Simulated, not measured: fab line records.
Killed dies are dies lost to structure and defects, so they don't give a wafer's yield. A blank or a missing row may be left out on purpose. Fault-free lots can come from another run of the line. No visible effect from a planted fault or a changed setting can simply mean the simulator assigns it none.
The tool behind it: which one? | flow n5_finfet | 24 lots with 72 wafers sampled at 6 steps, on a route of 1938 steps

== WHAT EACH GAUGE READ, for each wafer ==
N5_BEOL_M7_OCD_MEAS_38.
lot  | measured     | on     | trench_depth_nm (nm)
L074 | day 8 23:11  | ocd-02 | 94.4 94.3 91.3
L075 | day 9 10:36  | ocd-01 | 91.5 92.2 93.4
L077 | day 9 14:49  | ocd-01 | 92.8 92.3 91.6
L076 | day 10 08:11 | ocd-02 | 91.8 90.8 101.6
L081 | day 10 12:47 | ocd-02 | 91.0 91.3 91.2
L079 | day 10 13:08 | ocd-01 | 96.1 93.6 92.7
L080 | day 10 13:10 | ocd-02 | 92.4 93.2 91.9
L082 | day 11 19:19 | ocd-02 | 93.2 95.8 92.9
L078 | day 11 22:46 | ocd-02 | 91.6 91.2 93.7
L083 | day 12 03:38 | ocd-02 | 91.5 92.4 94.4
L084 | day 12 07:46 | ocd-01 | 93.7 93.4 93.4
L085 | day 12 18:13 | ocd-02 | 94.7 91.7 93.6
L086 | day 12 19:09 | ocd-02 | 90.6 93.1 90.6
L088 | day 13 06:53 | ocd-02 | 90.0 92.3 91.8
L087 | day 13 13:40 | ocd-01 | 92.2 92.2 91.8
L089 | day 14 04:09 | ocd-01 | 92.0 90.6 91.2
L090 | day 13 22:35 | ocd-01 | 92.6 91.6 92.5
L091 | day 14 14:45 | ocd-02 | 94.5 92.8 92.1
L092 | day 14 23:13 | ocd-02 | 91.0 92.5 92.2
L095 | day 15 01:55 | ocd-02 | 91.1 93.5 91.5
L093 | day 15 04:43 | ocd-02 | 92.7 95.7 91.3
L094 | day 15 06:46 | ocd-01 | 94.2 101.1 93.4
L097 | day 15 07:52 | ocd-01 | 90.5 91.8 94.0
L096 | day 15 13:53 | ocd-02 | 91.5 93.7 90.5

N5_BEOL_M7_INSPECT_58: inspects for defects (darkfield).
lot  | measured     | on                | raw_defect_count
L074 | day 9 01:53  | defect_inspect-02 | 142 97 95
L075 | day 9 12:53  | defect_inspect-01 | 93 112 94
L077 | day 9 19:05  | defect_inspect-01 | 81 55 60
L076 | day 10 10:49 | defect_inspect-01 | 55 74 52
L081 | day 10 15:42 | defect_inspect-01 | 78 98 60
L079 | day 10 17:47 | defect_inspect-01 | 71 49 98
L080 | day 10 18:03 | defect_inspect-02 | 62 72 103
L082 | day 11 21:48 | defect_inspect-01 | 59 65 97
L078 | day 12 01:29 | defect_inspect-01 | 49 38 50
L083 | day 12 06:52 | defect_inspect-02 | 47 63 43
L084 | day 12 11:24 | defect_inspect-02 | 68 79 120
L085 | day 12 20:55 | defect_inspect-02 | 102 87 74
L086 | day 12 22:31 | defect_inspect-02 | 32 46 26
L088 | day 13 09:28 | defect_inspect-02 | 56 115 115
L087 | day 13 17:46 | defect_inspect-01 | 94 63 73
L089 | day 14 11:00 | defect_inspect-02 | 87 68 44
L090 | day 14 02:07 | defect_inspect-01 | 78 122 82
L091 | day 14 19:55 | defect_inspect-01 | 37 71 92
L092 | day 15 02:29 | defect_inspect-01 | 73 85 60
L095 | day 15 05:23 | defect_inspect-01 | 30 66 51
L093 | day 15 07:59 | defect_inspect-01 | 89 84 96
L094 | day 15 09:13 | defect_inspect-02 | 53 63 80
L097 | day 15 11:52 | defect_inspect-02 | 74 78 91
L096 | day 15 17:34 | defect_inspect-01 | 51 70 93

== WHAT TOOL EACH LOT RAN ON (gives the tool, then ch and the chambers of the sampled wafers, and finally the start) ==
lot  | N5_BEOL_M7_ETCH_66                 | N5_BEOL_M7_STRIP_80                           | N5_BEOL_M7_SPUTTER_48        | N5_BEOL_M7_ANNEAL_51
L074 | rie_diel-03 ch 0,1,2, day 8 22:50  | rie_diel-03 ch 0,1,2, day 8 23:11 or earlier  | pvd_sputter-02, day 9 00:31  | rtp_anneal-01 ch 0, day 9 01:13
L075 | rie_diel-03 ch 1,2,3, day 9 10:15  | rie_diel-03 ch 1,2,3, day 9 10:36 or earlier  | pvd_sputter-03, day 9 11:55  | rtp_anneal-02 ch 0, day 9 12:08
L077 | rie_diel-03 ch 0,1,2, day 9 14:28  | rie_diel-03 ch 0,1,2, day 9 14:49 or earlier  | pvd_sputter-03, day 9 17:56  | rtp_anneal-02 ch 0, day 9 18:23
L076 | rie_diel-02 ch 1,2,3, day 10 07:50 | rie_diel-02 ch 1,2,3, day 10 08:11 or earlier | pvd_sputter-03, day 10 09:43 | rtp_anneal-01 ch 0, day 10 10:05
L081 | rie_diel-03 ch 0,1, day 10 12:25   | rie_diel-03 ch 0,1, day 10 12:47 or earlier   | pvd_sputter-01, day 10 14:44 | rtp_anneal-02 ch 0, day 10 14:59
L079 | rie_diel-02 ch 0,1,3, day 10 12:47 | rie_diel-02 ch 0,1,3, day 10 13:08 or earlier | pvd_sputter-03, day 10 16:36 | rtp_anneal-02 ch 0, day 10 17:07
L080 | rie_diel-03 ch 0,1,2, day 10 12:49 | rie_diel-03 ch 0,1,2, day 10 13:10 or earlier | pvd_sputter-03, day 10 16:53 | rtp_anneal-02 ch 0, day 10 17:18
L082 | rie_diel-03 ch 1,2,3, day 11 18:58 | rie_diel-03 ch 1,2,3, day 11 19:19 or earlier | pvd_sputter-02, day 11 20:48 | rtp_anneal-02 ch 0, day 11 21:09
L078 | rie_diel-01 ch 0,1,2, day 11 22:25 | rie_diel-01 ch 0,1,2, day 11 22:46 or earlier | pvd_sputter-01, day 12 00:29 | rtp_anneal-01 ch 0, day 12 00:43
L083 | rie_diel-03 ch 1,2, day 12 03:17   | rie_diel-03 ch 1,2, day 12 03:38 or earlier   | pvd_sputter-02, day 12 05:10 | rtp_anneal-01 ch 0, day 12 06:14
L084 | rie_diel-01 ch 0,2, day 12 07:24   | rie_diel-01 ch 0,2, day 12 07:46 or earlier   | pvd_sputter-03, day 12 09:58 | rtp_anneal-01 ch 0, day 12 10:41
L085 | rie_diel-02 ch 0,3, day 12 17:52   | rie_diel-02 ch 0,3, day 12 18:13 or earlier   | pvd_sputter-02, day 12 19:58 | rtp_anneal-01 ch 0, day 12 20:10
L086 | rie_diel-01 ch 2,3, day 12 18:48   | rie_diel-01 ch 2,3, day 12 19:09 or earlier   | pvd_sputter-03, day 12 21:34 | rtp_anneal-01 ch 0, day 12 21:49
L088 | rie_diel-03 ch 0,1,3, day 13 06:32 | rie_diel-03 ch 0,1,3, day 13 06:53 or earlier | pvd_sputter-02, day 13 08:20 | rtp_anneal-02 ch 0, day 13 08:44
L087 | rie_diel-01 ch 0,2, day 13 13:19   | rie_diel-01 ch 0,2, day 13 13:40 or earlier   | pvd_sputter-02, day 13 15:40 | rtp_anneal-01 ch 0, day 13 16:50
L089 | rie_diel-01 ch 0,1, day 13 18:47   | rie_diel-01 ch 0,1, day 14 04:09 or earlier   | pvd_sputter-03, day 14 06:24 | rtp_anneal-02 ch 0, day 14 10:18
L090 | rie_diel-03 ch 1,3, day 13 22:14   | rie_diel-03 ch 1,3, day 13 22:35 or earlier   | pvd_sputter-01, day 14 01:10 | rtp_anneal-02 ch 0, day 14 01:22
L091 | rie_diel-02 ch 0,1,3, day 14 14:24 | rie_diel-02 ch 0,1,3, day 14 14:45 or earlier | pvd_sputter-03, day 14 18:58 | rtp_anneal-02 ch 0, day 14 19:11
L092 | rie_diel-01 ch 0,1,3, day 14 22:52 | rie_diel-01 ch 0,1,3, day 14 23:13 or earlier | pvd_sputter-02, day 15 01:18 | rtp_anneal-02 ch 0, day 15 01:41
L095 | rie_diel-03 ch 0,1,3, day 15 01:34 | rie_diel-03 ch 0,1,3, day 15 01:55 or earlier | pvd_sputter-02, day 15 04:25 | rtp_anneal-01 ch 0, day 15 04:38
L093 | rie_diel-01 ch 1,2,3, day 15 04:22 | rie_diel-01 ch 1,2,3, day 15 04:43 or earlier | pvd_sputter-01, day 15 07:02 | rtp_anneal-02 ch 0, day 15 07:15
L094 | rie_diel-02 ch 0,2, day 15 06:25   | rie_diel-02 ch 0,2, day 15 06:46 or earlier   | pvd_sputter-03, day 15 08:16 | rtp_anneal-02 ch 0, day 15 08:31
L097 | rie_diel-03 ch 0,1,2, day 15 07:31 | rie_diel-03 ch 0,1,2, day 15 07:52 or earlier | pvd_sputter-03, day 15 10:47 | rtp_anneal-01 ch 0, day 15 11:08
L096 | rie_diel-02 ch 0,3, day 15 13:32   | rie_diel-02 ch 0,3, day 15 13:53 or earlier   | pvd_sputter-02, day 15 16:20 | rtp_anneal-02 ch 0, day 15 16:56
- N5_BEOL_M7_ETCH_66: etches SOC in N2/H2, target depth 80 nm, overetch 16 nm, time 120 s.
- N5_BEOL_M7_STRIP_80: strips in N2/H2, time 10 s.
- N5_BEOL_M7_SPUTTER_48: material Cu, target thk 10 nm, time 1.667 s.
- N5_BEOL_M7_ANNEAL_51: time 90 s.

== AS READ BY THE TOOLS THEMSELVES (means over the sampled wafers that have a number; for cases with no such wafer, the mark the record gives instead) ==
N5_BEOL_M7_ETCH_66.
lot  | tool        | chamber_pressure_mTorr (mTorr) | drypump_motor_current_A (A) | h2_flow_sccm (sccm) | oes_product_au (a.u.) | rf_vpp_V (V) | showerhead_plenum_p_Torr (Torr) | throttle_valve_pct (%)
L074 | rie_diel-03 | 30.017                         | 5.9                         | 200.1               | 0.63                  | 523.4        | 2.52                            | 17.66
L075 | rie_diel-03 | 30.017                         | 6.3                         | 200.3               | 0.60                  | 524.3        | 2.54                            | 17.76
L077 | rie_diel-03 | 30.015                         | 5.9                         | 200.0               | 0.62                  | 522.7        | 2.51                            | 17.66
L076 | rie_diel-02 | 30.023                         | 5.8                         | 200.0               | 0.63                  | 523.2        | 2.52                            | 17.88
L081 | rie_diel-03 | 30.003                         | 5.4                         | 199.9               | 0.64                  | 525.2        | 2.52                            | 17.59
L079 | rie_diel-02 | 30.001                         | 6.1                         | 199.6               | 0.59                  | 522.1        | 2.47                            | 17.71
L080 | rie_diel-03 | 29.983                         | 5.9                         | 199.8               | 0.62                  | 523.9        | 2.51                            | 17.67
L082 | rie_diel-03 | 30.031                         | 6.3                         | 200.4               | 0.58                  | 523.9        | 2.53                            | 17.77
L078 | rie_diel-01 | 30.015                         | 6.1                         | 200.5               | 0.63                  | 524.6        | 2.55                            | 17.71
L083 | rie_diel-03 | 30.007                         | 6.1                         | 199.7               | 0.64                  | 521.8        | 2.49                            | 17.65
L084 | rie_diel-01 | 29.974                         | 6.1                         | 199.9               | 0.58                  | 526.0        | 2.60                            | 17.80
L085 | rie_diel-02 | 29.988                         | 6.4                         | 200.9               | 0.61                  | 523.4        | 2.52                            | 17.49
L086 | rie_diel-01 | 30.002                         | 6.0                         | 199.9               | 0.53                  | 524.0        | 2.55                            | 18.03
L088 | rie_diel-03 | 30.011                         | 5.8                         | 199.6               | 0.60                  | 524.1        | 2.54                            | 17.72
L087 | rie_diel-01 | 30.003                         | 6.1                         | 200.3               | 0.58                  | 525.4        | 2.59                            | 17.82
L089 | rie_diel-01 | 29.998                         | 6.1                         | 200.4               | 0.66                  | 523.1        | 2.50                            | 17.68
L090 | rie_diel-03 | 29.994                         | 6.2                         | 200.0               | 0.57                  | 523.5        | 2.56                            | 17.80
L091 | rie_diel-02 | 29.978                         | 6.1                         | 200.2               | 0.57                  | 521.1        | 2.46                            | 17.76
L092 | rie_diel-01 | 30.022                         | 6.1                         | 200.3               | 0.61                  | 523.9        | 2.51                            | 17.75
L095 | rie_diel-03 | 30.011                         | 5.8                         | 200.4               | 0.59                  | 524.4        | 2.53                            | 17.73
L093 | rie_diel-01 | 29.991                         | 6.0                         | 200.4               | 0.57                  | 524.1        | 2.53                            | 17.98
L094 | rie_diel-02 | 29.983                         | 6.4                         | 200.5               | 0.64                  | 525.4        | 2.61                            | 17.55
L097 | rie_diel-03 | 29.980                         | 5.9                         | 199.9               | 0.65                  | 522.5        | 2.49                            | 17.62
L096 | rie_diel-02 | 30.004                         | 6.1                         | 199.6               | 0.57                  | 522.1        | 2.46                            | 17.67

N5_BEOL_M7_STRIP_80.
lot  | tool        | chamber_pressure_mTorr (mTorr) | drypump_motor_current_A (A) | h2_flow_sccm (sccm) | oes_product_au (a.u.) | rf_vpp_V (V) | showerhead_plenum_p_Torr (Torr) | throttle_valve_pct (%)
L074 | rie_diel-03 | 20.000                         | 5.9                         | 200.1               | 0.82                  | 59.0         | 2.51                            | 23.36
L075 | rie_diel-03 | 20.019                         | 6.3                         | 200.3               | 0.79                  | 59.3         | 2.53                            | 23.49
L077 | rie_diel-03 | 19.996                         | 5.9                         | 199.3               | 0.82                  | 58.7         | 2.51                            | 23.37
L076 | rie_diel-02 | 20.005                         | 5.7                         | 200.2               | 0.84                  | 59.1         | 2.51                            | 23.74
L081 | rie_diel-03 | 19.982                         | 5.4                         | 199.7               | 0.84                  | 59.0         | 2.52                            | 23.28
L079 | rie_diel-02 | 19.981                         | 6.1                         | 200.5               | 0.77                  | 59.6         | 2.46                            | 23.47
L080 | rie_diel-03 | 19.993                         | 5.9                         | 199.9               | 0.81                  | 58.7         | 2.51                            | 23.37
L082 | rie_diel-03 | 19.984                         | 6.3                         | 199.9               | 0.77                  | 58.5         | 2.53                            | 23.52
L078 | rie_diel-01 | 19.996                         | 6.1                         | 199.7               | 0.83                  | 59.7         | 2.54                            | 23.51
L083 | rie_diel-03 | 20.001                         | 6.1                         | 200.1               | 0.84                  | 58.0         | 2.48                            | 23.33
L084 | rie_diel-01 | 19.989                         | 6.1                         | 200.4               | 0.77                  | 60.2         | 2.59                            | 23.57
L085 | rie_diel-02 | 19.995                         | 6.4                         | 200.1               | 0.79                  | 58.7         | 2.52                            | 23.23
L086 | rie_diel-01 | 20.011                         | 5.9                         | 199.4               | 0.70                  | 58.9         | 2.54                            | 23.89
L088 | rie_diel-03 | 19.995                         | 5.8                         | 200.4               | 0.78                  | 59.5         | 2.54                            | 23.43
L087 | rie_diel-01 | 20.008                         | 6.1                         | 199.5               | 0.76                  | 60.2         | 2.59                            | 23.60
L089 | rie_diel-01 | 20.004                         | 6.1                         | 200.4               | 0.87                  | 59.9         | 2.50                            | 23.46
L090 | rie_diel-03 | 20.008                         | 6.2                         | 199.8               | 0.75                  | 59.5         | 2.56                            | 23.57
L091 | rie_diel-02 | 20.001                         | 6.1                         | 200.1               | 0.75                  | 59.5         | 2.45                            | 23.50
L092 | rie_diel-01 | 19.999                         | 6.1                         | 199.6               | 0.81                  | 59.6         | 2.51                            | 23.54
L095 | rie_diel-03 | 20.005                         | 5.9                         | 200.6               | 0.76                  | 59.4         | 2.53                            | 23.44
L093 | rie_diel-01 | 19.980                         | 6.0                         | 200.0               | 0.75                  | 59.7         | 2.53                            | 23.83
L094 | rie_diel-02 | 19.994                         | 6.4                         | 200.9               | 0.86                  | 60.1         | 2.61                            | 23.33
L097 | rie_diel-03 | 20.001                         | 5.9                         | 200.2               | 0.84                  | 59.4         | 2.49                            | 23.38
L096 | rie_diel-02 | 20.010                         | 6.2                         | 200.4               | 0.74                  | 58.6         | 2.46                            | 23.44

N5_BEOL_M7_SPUTTER_48.
lot  | tool           | bias_v (V) | chuck_sensor_temp_C (C) | substrate_temp_c (C) | throttle_valve_pct (%)
L074 | pvd_sputter-02 | 60.2       | -15.8                   | -19.95               | 30.6
L075 | pvd_sputter-03 | 60.3       | -15.9                   | -19.90               | 30.6
L077 | pvd_sputter-03 | 59.3       | -16.0                   | -20.02               | 29.1
L076 | pvd_sputter-03 | 60.3       | -15.9                   | -20.08               | 30.7
L081 | pvd_sputter-01 | 59.6       | -15.7                   | -20.09               | 30.3
L079 | pvd_sputter-03 | 60.2       | -15.8                   | -20.08               | 30.5
L080 | pvd_sputter-03 | 60.3       | -15.8                   | -20.00               | 30.7
L082 | pvd_sputter-02 | 60.0       | -16.4                   | -20.07               | 29.8
L078 | pvd_sputter-01 | 59.6       | -16.0                   | -19.97               | 29.8
L083 | pvd_sputter-02 | 59.8       | -16.5                   | -20.02               | 29.8
L084 | pvd_sputter-03 | 60.0       | -15.9                   | -20.00               | 30.7
L085 | pvd_sputter-02 | 60.0       | -16.0                   | -20.00               | 30.6
L086 | pvd_sputter-03 | 59.7       | -16.0                   | -20.02               | 30.2
L088 | pvd_sputter-02 | 59.8       | -16.3                   | -19.97               | 29.9
L087 | pvd_sputter-02 | 59.9       | -16.0                   | -20.03               | 30.4
L089 | pvd_sputter-03 | 60.0       | -15.7                   | -19.95               | 30.5
L090 | pvd_sputter-01 | 59.6       | -15.8                   | -19.95               | 30.4
L091 | pvd_sputter-03 | 59.8       | -15.4                   | -19.93               | 30.3
L092 | pvd_sputter-02 | 60.2       | -16.3                   | -19.92               | 30.3
L095 | pvd_sputter-02 | 60.0       | -15.8                   | -19.93               | 30.6
L093 | pvd_sputter-01 | 60.2       | -15.8                   | -20.10               | 30.3
L094 | pvd_sputter-03 | 59.2       | -16.0                   | -19.97               | 29.2
L097 | pvd_sputter-03 | 60.3       | -16.0                   | -20.06               | 29.8
L096 | pvd_sputter-02 | 60.6       | -16.4                   | -20.10               | 29.7

N5_BEOL_M7_ANNEAL_51.
lot  | tool          | wafer_temp_C_max
L074 | rtp_anneal-01 | 226.4
L075 | rtp_anneal-02 | 226.0
L077 | rtp_anneal-02 | 225.8
L076 | rtp_anneal-01 | 226.3
L081 | rtp_anneal-02 | 226.2
L079 | rtp_anneal-02 | 225.8
L080 | rtp_anneal-02 | 225.9
L082 | rtp_anneal-02 | 225.9
L078 | rtp_anneal-01 | 226.5
L083 | rtp_anneal-01 | 226.0
L084 | rtp_anneal-01 | 226.0
L085 | rtp_anneal-01 | 226.3
L086 | rtp_anneal-01 | 226.6
L088 | rtp_anneal-02 | 226.0
L087 | rtp_anneal-01 | 226.1
L089 | rtp_anneal-02 | 225.9
L090 | rtp_anneal-02 | 226.1
L091 | rtp_anneal-02 | 225.9
L092 | rtp_anneal-02 | 226.1
L095 | rtp_anneal-01 | 226.2
L093 | rtp_anneal-02 | 225.9
L094 | rtp_anneal-02 | 226.1
L097 | rtp_anneal-01 | 226.2
L096 | rtp_anneal-02 | 226.2

== THE ANSWER, worked out from the rows above alone ==
Rule: usual is defined by the lots themselves. Put in order of their means at a reading, lots are off if they are a third of the lots or fewer, leave a main group of 4 or more, and stand apart from it by a gap of 3 or more times the standard deviation of the main group's means; of several such gaps the widest counts. A main group whose means are all the same, to the digits that the tables above print for the reading, isn't used. Also off: a lot with no number at a reading for which 4 or more lots have one. All remaining lots with rows at the step are treated as sound. After the gauges, taken in route order, come the tools' own readings; for these a lot's mean is taken, as printed above. At the first step where some lot is off, the reading lying furthest off is the one used; lots without a number count as furthest.
No lot is off at any reading shown: from this, nothing can be told.

== WHAT WAS PUT IN BY THE SIMULATOR ==
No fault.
